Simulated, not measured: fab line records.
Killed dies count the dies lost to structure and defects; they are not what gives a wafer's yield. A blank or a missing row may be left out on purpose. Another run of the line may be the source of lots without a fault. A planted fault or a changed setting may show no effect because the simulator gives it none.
Chamber matching	flow n5 finfet	4 sister chambers for N5_BEOL_M10_STRIP_67 on rie diel-05
The step strips in CF4. 4 wafers are shown with their chamber, then 12 later ones without.

WAFERS WITH THEIR CHAMBER
wafer	chamber	drypump motor current A (A)
L086.1	3	6.5
L087.1	1	5.1
L088.5	2	5.5
L088.6	0	5.7

WAFERS WHOSE CHAMBER IS MISSING
wafer	drypump motor current A (A)
L090.1	5.8
L090.2	5.1
L090.6	5.1
L094.1	6.5
L094.5	6.5
L094.6	5.8
L092.1	5.8
L092.2	5.1
L092.6	5.1
L095.1	5.8
L095.2	5.2
L095.4	6.5

THE CHAMBER EACH PASSED THROUGH
wafer	from the rows above	in truth
L090.1	0	0
L090.2	1	1
L090.6	1	1
L094.1	3	3
L094.5	3	3
L094.6	0	0
L092.1	0	0
L092.2	1	1
L092.6	1	1
L095.1	0	0
L095.2	1	1
L095.4	3	3
Correct placement for 12 of the 12. Number that these rows cannot place: 0. Placed wrongly: 0.
How it was worked out, from the rows above alone: a wafer's distance from a chamber is the root of the sum, over the readings, of the square of ((its reading less the chamber's mean) divided by the reading's scatter). If the next closest chamber is less than 2 further off than the closest, the wafer can't be placed; otherwise it belongs to the closest. For every chamber, the mean is computed from those of its wafers that are shown. The scatter (one wafer shown for each chamber): square how far every hidden wafer sits from the nearest shown wafer, average those squares and take the square root.
